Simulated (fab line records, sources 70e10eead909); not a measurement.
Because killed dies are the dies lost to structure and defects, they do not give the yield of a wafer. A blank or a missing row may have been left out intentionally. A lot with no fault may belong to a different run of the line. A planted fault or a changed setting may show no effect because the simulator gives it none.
Which tool was responsible?	flow nand-harc	24 lots with 72 wafers sampled at 6 steps, on a route of 1302 steps

WHAT THE GAUGES SHOWED, per wafer
Not one reading of a measure or inspect step in the record can be checked against a usual standard deviation.

WHICH TOOL RAN EACH LOT (tool, then ch and the chambers of the sampled wafers, then the start)
lot	NHARC_A_STAIRCASE_ETCH_23	NHARC_A_STAIRCASE_ETCH_234	NHARC_A_STAIRCASE_ETCH_273	NHARC_A_STAIRCASE_STRIP_476	NHARC_A_STAIRCASE_DEP_322	NHARC_A_STAIRCASE_CMP_152
L074	rie-diel-12 ch 1,2, day 16 23:56 or earlier	rie-diel-12 ch 1,2,3, day 16 23:56 or earlier	rie-diel-12 ch 2,3, day 16 23:56 or earlier	rie-diel-07 ch 0,2,3, day 16 23:56	pecvd-01 ch 0,1,2, day 18 01:06	cmp-03 ch 0,1, day 18 23:06
L076	rie-diel-07 ch 0,1,3, day 18 03:01 or earlier	rie-diel-08 ch 0,2,3, day 18 03:01 or earlier	rie-diel-08 ch 1,2,3, day 18 03:01 or earlier	rie-diel-07 ch 0,1,3, day 18 03:01	pecvd-02 ch 0,1, day 18 21:17	cmp-03 ch 0,2,3, day 19 18:37
L075	rie-diel-12 ch 1,2, day 18 01:43 or earlier	rie-diel-12 ch 1,3, day 18 01:43 or earlier	rie-diel-07 ch 2,3, day 18 01:43 or earlier	rie-diel-07 ch 0,1,3, day 18 01:43	pecvd-04 ch 1,2, day 18 21:25	cmp-02 ch 0,3, day 19 17:55
L077	rie-diel-07 ch 1,2,3, day 18 12:32 or earlier	rie-diel-12 ch 0,1,2, day 18 12:32 or earlier	rie-diel-08 ch 0,1, day 18 12:32 or earlier	rie-diel-12 ch 0,3, day 18 12:32	pecvd-04 ch 0,1,2, day 19 08:10	cmp-03 ch 1,3, day 20 07:39
L079	rie-diel-08 ch 1,2,3, day 19 07:39 or earlier	rie-diel-12 ch 0,1,2, day 19 07:39 or earlier	rie-diel-08 ch 0,1,2, day 19 07:39 or earlier	rie-diel-12 ch 0,1,3, day 19 07:39	pecvd-02 ch 0,2, day 20 02:08	cmp-02 ch 0,2,3, day 21 01:44
L078	rie-diel-07 ch 1,2, day 19 04:27 or earlier	rie-diel-07 ch 0,1,2, day 19 04:27 or earlier	rie-diel-07 ch 0,1,2, day 19 04:27 or earlier	rie-diel-07 ch 0,2,3, day 19 04:27	pecvd-02 ch 0,2, day 19 22:41	cmp-03 ch 1,2,3, day 20 22:50
L080	rie-diel-12 ch 0,1,2, day 19 08:02 or earlier	rie-diel-08 ch 0,2,3, day 19 08:02 or earlier	rie-diel-07 ch 0,1,3, day 19 08:02 or earlier	rie-diel-07 ch 0,1, day 19 08:02	pecvd-01 ch 0,1,2, day 20 02:14	cmp-02 ch 0,2,3, day 20 22:29
L081	rie-diel-08 ch 1,3, day 20 09:31 or earlier	rie-diel-12 ch 1,2,3, day 20 09:31 or earlier	rie-diel-08 ch 0,1,3, day 20 09:31 or earlier	rie-diel-12 ch 1,2,3, day 20 09:31	pecvd-02 ch 0,1,2, day 21 04:34	cmp-04 ch 0,1, day 22 12:20
L082	rie-diel-08 ch 2,3, day 20 15:52 or earlier	rie-diel-08 ch 0,1,3, day 20 15:52 or earlier	rie-diel-07 ch 0,2,3, day 20 15:52 or earlier	rie-diel-12 ch 0,1,3, day 20 15:52	pecvd-02 ch 0,2, day 21 14:23	cmp-02 ch 2,3, day 22 12:37
L083	rie-diel-07 ch 0,2, day 21 11:27 or earlier	rie-diel-08 ch 2,3, day 21 11:27 or earlier	rie-diel-12 ch 1,2, day 21 11:27 or earlier	rie-diel-12 ch 1,2,3, day 21 11:27	pecvd-02 ch 0,1, day 22 09:47	cmp-03 ch 0,1,3, day 23 11:19
L084	rie-diel-12 ch 0,1, day 21 16:52 or earlier	rie-diel-08 ch 0,1, day 21 16:52 or earlier	rie-diel-12 ch 1,2, day 21 16:52 or earlier	rie-diel-12 ch 0,1,3, day 21 16:52	pecvd-04 ch 0,1, day 22 09:36	cmp-04 ch 0,1,2, day 23 11:01
L085	rie-diel-07 ch 1,3, day 22 00:46 or earlier	rie-diel-08 ch 0,1,3, day 22 00:46 or earlier	rie-diel-07 ch 0,2,3, day 22 00:46 or earlier	rie-diel-08 ch 1,2,3, day 22 00:46	pecvd-04 ch 0,2, day 22 21:25	cmp-03 ch 0,3, day 23 23:05
L087	rie-diel-07 ch 1,2,3, day 22 04:14 or earlier	rie-diel-07 ch 1,2, day 22 04:14 or earlier	rie-diel-12 ch 1,2,3, day 22 04:14 or earlier	rie-diel-12 ch 2,3, day 22 04:14	pecvd-01 ch 1,2, day 22 22:01	cmp-03 ch 1,2, day 24 00:18
L086	rie-diel-12 ch 0,1,2, day 22 06:41 or earlier	rie-diel-08 ch 1,3, day 22 06:41 or earlier	rie-diel-08 ch 0,1,2, day 22 06:41 or earlier	rie-diel-12 ch 0,1,3, day 22 06:41	pecvd-04 ch 0,1,2, day 23 03:59	cmp-04 ch 1,2,3, day 24 06:05
L088	rie-diel-08 ch 0,1, day 23 01:28 or earlier	rie-diel-08 ch 0,1,2, day 23 01:28 or earlier	rie-diel-08 ch 0,1,2, day 23 01:28 or earlier	rie-diel-08 ch 0,1,3, day 23 01:28	pecvd-04 ch 1,2, day 23 21:35	cmp-04 ch 0,1,3, day 24 20:26
L089	rie-diel-12 ch 0,2, day 23 03:53 or earlier	rie-diel-07 ch 0,2,3, day 23 03:53 or earlier	rie-diel-08 ch 1,2,3, day 23 03:53 or earlier	rie-diel-08 ch 1,3, day 23 03:53	pecvd-02 ch 1,2, day 23 21:35	cmp-03 ch 0,1, day 24 20:29
L090	rie-diel-07 ch 0,1, day 24 01:59 or earlier	rie-diel-07 ch 0,1, day 24 01:59 or earlier	rie-diel-07 ch 0,2,3, day 24 01:59 or earlier	rie-diel-08 ch 0,1,2, day 24 01:59	pecvd-02 ch 0,2, day 24 22:07	cmp-03 ch 0,1,3, day 25 21:32
L092	rie-diel-07 ch 1,2,3, day 24 13:50 or earlier	rie-diel-08 ch 1,2,3, day 24 13:50 or earlier	rie-diel-07 ch 0,1, day 24 13:50 or earlier	rie-diel-12 ch 0,1, day 24 13:50	pecvd-04 ch 0,1, day 25 08:59	cmp-03 ch 1,3, day 26 08:50
L091	rie-diel-12 ch 0,2,3, day 24 13:11 or earlier	rie-diel-07 ch 1,2, day 24 13:11 or earlier	rie-diel-07 ch 0,1,2, day 24 13:11 or earlier	rie-diel-12 ch 0,2,3, day 24 13:11	pecvd-02 ch 0,1,2, day 25 08:59	cmp-03 ch 0,2, day 26 08:17
L093	rie-diel-07 ch 0,1,3, day 25 06:20 or earlier	rie-diel-12 ch 0,2,3, day 25 06:20 or earlier	rie-diel-07 ch 0,2, day 25 06:20 or earlier	rie-diel-07 ch 0,2,3, day 25 06:20	pecvd-04 ch 0,1,2, day 26 00:52	cmp-04 ch 0,1,3, day 27 00:52
L094	rie-diel-12 ch 0,2, day 25 10:20 or earlier	rie-diel-08 ch 0,2, day 25 10:20 or earlier	rie-diel-07 ch 1,3, day 25 10:20 or earlier	rie-diel-07 ch 1,2,3, day 25 10:20	pecvd-01 ch 0,1, day 26 09:37	cmp-02 ch 0,1,3, day 27 10:38
L096	rie-diel-07 ch 0,2,3, day 26 02:15 or earlier	rie-diel-08 ch 1,2,3, day 26 02:15 or earlier	rie-diel-08 ch 0,2,3, day 26 02:15 or earlier	rie-diel-07 ch 1,2,3, day 26 02:15	pecvd-01 ch 0,1, day 26 20:46	cmp-04 ch 0,1,3, day 27 20:14
L095	rie-diel-07 ch 1,2, day 26 04:26 or earlier	rie-diel-07 ch 1,2, day 26 04:26 or earlier	rie-diel-07 ch 0,2, day 26 04:26 or earlier	rie-diel-12 ch 0,1,2, day 26 04:26	pecvd-04 ch 0,1, day 26 20:43	cmp-02 ch 0,1, day 27 21:20
L097	rie-diel-12 ch 0,1,2, day 27 18:26 or earlier	rie-diel-12 ch 1,2,3, day 27 18:26 or earlier	rie-diel-12 ch 0,3, day 27 18:26 or earlier	rie-diel-07 ch 1,2,3, day 27 18:26	pecvd-04 ch 1,2, day 28 13:27	cmp-04 ch 0,1, day 29 14:04
- NHARC_A_STAIRCASE_ETCH_23: etches the open film in C4F8/O2, target depth 100 nm, time 40.5 s.
- NHARC_A_STAIRCASE_ETCH_234: etches the open film in C4F8/O2, target depth 100 nm, time 40.5 s.
- NHARC_A_STAIRCASE_ETCH_273: etches the open film in C4F8/O2/Ar, target depth 10200 nm, time 2468.6 s.
- NHARC_A_STAIRCASE_STRIP_476: strips in O2, time 20 s.
- NHARC_A_STAIRCASE_DEP_322: deposits SiO2, target thk 7200 nm.
- NHARC_A_STAIRCASE_CMP_152: polishes.

AS READ BY THE TOOLS THEMSELVES (means over the sampled wafers that have a number; for cases with no such wafer, the mark the record gives instead)
NHARC_A_STAIRCASE_ETCH_23. Usual: chamber-pressure-mTorr 25.002 mTorr, standard deviation 0.022; oes-product-au 0.946 a.u., standard deviation 0.013; rf-vpp-V 894 V, standard deviation 3.8.
lot	tool	chamber-pressure-mTorr (mTorr)	oes-product-au (a.u.)	rf-vpp-V (V)	flag
L074	rie-diel-12	24.990	0.928	894	
L076	rie-diel-07	24.998	0.945	891	
L075	rie-diel-12	25.017	0.944	897	
L077	rie-diel-07	25.003	0.954	892	
L079	rie-diel-08	24.987	0.952	897	
L078	rie-diel-07	25.007	0.961	895	
L080	rie-diel-12	24.998	0.939	895	
L081	rie-diel-08	25.013	0.946	897	
L082	rie-diel-08	24.965	0.946	900	
L083	rie-diel-07	25.011	0.961	895	
L084	rie-diel-12	25.032	0.942	893	
L085	rie-diel-07	25.000	0.961	890	
L087	rie-diel-07	25.001	0.950	892	
L086	rie-diel-12	25.013	0.925	894	
L088	rie-diel-08	25.011	0.950	889	
L089	rie-diel-12	24.980	0.949	893	
L090	rie-diel-07	25.009	0.960	893	
L092	rie-diel-07	24.979	0.940	891	
L091	rie-diel-12	25.013	0.952	897	
L093	rie-diel-07	24.993	0.943	892	
L094	rie-diel-12	25.013	0.949	896	
L096	rie-diel-07	25.003	0.934	892	
L095	rie-diel-07	24.992	0.947	893	
L097	rie-diel-12	25.002	0.943	893	

NHARC_A_STAIRCASE_ETCH_234. Usual: chamber-pressure-mTorr 24.996 mTorr, standard deviation 0.024; oes-product-au 0.947 a.u., standard deviation 0.012; rf-vpp-V 895 V, standard deviation 4.6.
lot	tool	chamber-pressure-mTorr (mTorr)	oes-product-au (a.u.)	rf-vpp-V (V)	flag
L074	rie-diel-12	24.989	0.943	897	
L076	rie-diel-08	24.994	0.948	897	
L075	rie-diel-12	24.996	0.946	896	
L077	rie-diel-12	24.992	0.942	896	
L079	rie-diel-12	25.014	0.933	895	
L078	rie-diel-07	24.998	0.942	893	
L080	rie-diel-08	25.008	0.938	896	
L081	rie-diel-12	25.026	0.948	897	
L082	rie-diel-08	25.011	0.946	893	
L083	rie-diel-08	24.982	0.939	900	
L084	rie-diel-08	24.993	0.950	890	
L085	rie-diel-08	24.998	0.934	892	
L087	rie-diel-07	24.984	0.973	893	
L086	rie-diel-08	24.969	0.955	894	
L088	rie-diel-08	24.981	0.939	892	
L089	rie-diel-07	25.025	0.942	892	
L090	rie-diel-07	24.984	0.945	893	
L092	rie-diel-08	25.004	0.944	897	
L091	rie-diel-07	25.009	0.957	894	
L093	rie-diel-12	25.014	0.949	896	
L094	rie-diel-08	24.982	0.961	904	
L096	rie-diel-08	24.975	0.946	896	
L095	rie-diel-07	25.006	0.957	892	
L097	rie-diel-12	24.968	0.941	895	

NHARC_A_STAIRCASE_ETCH_273. Usual: chamber-pressure-mTorr 24.999 mTorr, standard deviation 0.026; oes-product-au 0.940 a.u., standard deviation 0.014; rf-vpp-V 1822 V, standard deviation 8.8.
lot	tool	chamber-pressure-mTorr (mTorr)	oes-product-au (a.u.)	rf-vpp-V (V)	flag
L074	rie-diel-12	24.988	0.945	1834	
L076	rie-diel-08	25.000	0.944	1830	
L075	rie-diel-07	24.997	0.942	1818	
L077	rie-diel-08	24.987	0.933	1815	
L079	rie-diel-08	24.995	0.949	1820	
L078	rie-diel-07	25.003	0.946	1822	
L080	rie-diel-07	24.990	0.937	1818	
L081	rie-diel-08	25.021	0.936	1820	
L082	rie-diel-07	25.007	0.955	1821	
L083	rie-diel-12	24.988	0.938	1823	
L084	rie-diel-12	24.981	0.927	1828	
L085	rie-diel-07	25.014	0.949	1820	
L087	rie-diel-12	24.999	0.920	1827	
L086	rie-diel-08	24.991	0.947	1819	
L088	rie-diel-08	25.009	0.954	1819	
L089	rie-diel-08	24.995	0.950	1828	
L090	rie-diel-07	25.012	0.929	1820	
L092	rie-diel-07	25.011	0.923	1817	
L091	rie-diel-07	25.011	0.923	1820	
L093	rie-diel-07	25.001	0.933	1824	
L094	rie-diel-07	24.994	0.955	1814	
L096	rie-diel-08	24.976	0.940	1838	
L095	rie-diel-07	24.998	0.947	1823	
L097	rie-diel-12	25.013	0.933	1828	

NHARC_A_STAIRCASE_STRIP_476. Usual: chamber-pressure-mTorr 60.00 mTorr, standard deviation 0.054; drypump-motor-current-A 5.8 A, standard deviation 0.38; oes-product-au 1.000 a.u., standard deviation 0.012; rf-vpp-V 57.6 V, standard deviation 0.95; showerhead-plenum-p-Torr 3.47 Torr, standard deviation 0.11; throttle-valve-pct 17.036 %, standard deviation 0.0093.
lot	tool	chamber-pressure-mTorr (mTorr)	drypump-motor-current-A (A)	oes-product-au (a.u.)	rf-vpp-V (V)	showerhead-plenum-p-Torr (Torr)	throttle-valve-pct (%)	flag
L074	rie-diel-07	59.99	5.6	1.001	57.9	3.46	17.042	
L076	rie-diel-07	60.03	5.7	0.997	57.5	3.42	17.034	
L075	rie-diel-07	60.02	5.7	0.992	58.5	3.42	17.031	
L077	rie-diel-12	59.97	5.9	1.003	57.5	3.56	17.044	
L079	rie-diel-12	59.98	5.8	1.007	58.1	3.49	17.038	
L078	rie-diel-07	60.00	5.6	0.999	58.5	3.45	17.030	
L080	rie-diel-07	60.00	6.1	1.007	57.7	3.42	17.037	
L081	rie-diel-12	60.02	5.9	0.987	58.7	3.54	17.028	
L082	rie-diel-12	59.95	5.8	0.982	57.6	3.48	17.032	
L083	rie-diel-12	60.00	5.9	0.989	57.6	3.53	17.033	
L084	rie-diel-12	60.02	5.8	0.991	58.2	3.47	17.044	
L085	rie-diel-08	59.99	5.9	1.013	58.1	3.55	17.041	
L087	rie-diel-12	59.97	5.9	0.991	58.1	3.60	17.046	
L086	rie-diel-12	59.98	5.8	0.996	57.2	3.47	17.039	
L088	rie-diel-08	59.98	5.9	1.005	56.6	3.43	17.039	
L089	rie-diel-08	60.06	5.7	1.012	56.8	3.47	17.031	
L090	rie-diel-08	60.01	5.7	1.003	57.2	3.60	17.034	
L092	rie-diel-12	60.01	5.7	0.993	57.4	3.41	17.034	
L091	rie-diel-12	59.95	5.9	1.005	57.7	3.53	17.046	
L093	rie-diel-07	60.02	5.5	0.998	57.6	3.43	17.045	
L094	rie-diel-07	60.10	5.7	1.005	57.8	3.40	17.041	
L096	rie-diel-07	59.98	5.7	1.006	57.6	3.39	17.025	
L095	rie-diel-12	60.00	5.7	1.001	58.0	3.46	17.032	
L097	rie-diel-07	59.94	5.7	1.010	58.0	3.39	17.038	

NHARC_A_STAIRCASE_DEP_322. Usual: heater-power-outer-w 412 W, standard deviation 71; heater-power-w 707 W, standard deviation 95; susceptor-temp-C 399.97 C, standard deviation 0.21.
lot	tool	heater-power-outer-w (W)	heater-power-w (W)	susceptor-temp-C (C)	flag
L074	pecvd-01	352	615	399.93	
L076	pecvd-02	437	777	400.01	
L075	pecvd-04	436	764	399.97	
L077	pecvd-04	424	743	399.94	
L079	pecvd-02	465	779	399.81	
L078	pecvd-02	406	674	399.91	
L080	pecvd-01	371	646	399.95	
L081	pecvd-02	410	704	399.88	
L082	pecvd-02	434	745	400.19	
L083	pecvd-02	425	763	399.78	
L084	pecvd-04	420	713	400.42	
L085	pecvd-04	393	724	400.16	
L087	pecvd-01	320	575	399.92	
L086	pecvd-04	460	772	399.75	
L088	pecvd-04	470	776	399.90	
L089	pecvd-02	375	657	399.97	
L090	pecvd-02	419	695	399.68	
L092	pecvd-04	456	745	400.02	
L091	pecvd-02	396	688	400.05	
L093	pecvd-04	422	714	400.12	
L094	pecvd-01	407	685	399.83	
L096	pecvd-01	408	685	399.75	
L095	pecvd-04	393	668	400.09	
L097	pecvd-04	414	723	400.09	

NHARC_A_STAIRCASE_CMP_152. Usual: motor-current-A 12.4 A, standard deviation 1.1; slurry-filter-dp-kPa 13.51 kPa, standard deviation 0.13.
lot	tool	motor-current-A (A)	slurry-filter-dp-kPa (kPa)	flag
L074	cmp-03	13.2	13.57	
L076	cmp-03	13.0	13.61	
L075	cmp-02	11.7	13.66	
L077	cmp-03	12.4	13.57	
L079	cmp-02	11.9	13.54	
L078	cmp-03	12.3	13.51	
L080	cmp-02	11.8	13.75	
L081	cmp-04	13.2	13.56	
L082	cmp-02	11.2	13.60	
L083	cmp-03	12.9	13.56	
L084	cmp-04	12.2	13.49	
L085	cmp-03	13.5	13.47	
L087	cmp-03	11.6	13.41	
L086	cmp-04	12.5	13.68	
L088	cmp-04	12.2	13.46	
L089	cmp-03	12.7	13.44	
L090	cmp-03	13.1	13.37	
L092	cmp-03	12.9	13.49	
L091	cmp-03	11.9	13.60	
L093	cmp-04	12.6	13.47	
L094	cmp-02	11.9	13.43	
L096	cmp-04	12.3	13.46	
L095	cmp-02	13.0	13.53	
L097	cmp-04	12.9	13.51	

THE ANSWER, worked out from the rows above alone
Rule: lot off if the mean of its wafers having a number is beyond 3 standard deviations from the usual mean. Also off: a lot with no number at a reading for which 4 or more lots have one. Any other lot the step has rows for is counted as sound. The gauges are gone through in route order, then the tools' own readings, and for those a lot's mean is taken as printed above. At the first step where some lot is off, the reading lying furthest off is the one used; lots without a number count as furthest.
No lot is off at any reading shown: from this, nothing can be told.

WHAT WAS PUT IN BY THE SIMULATOR
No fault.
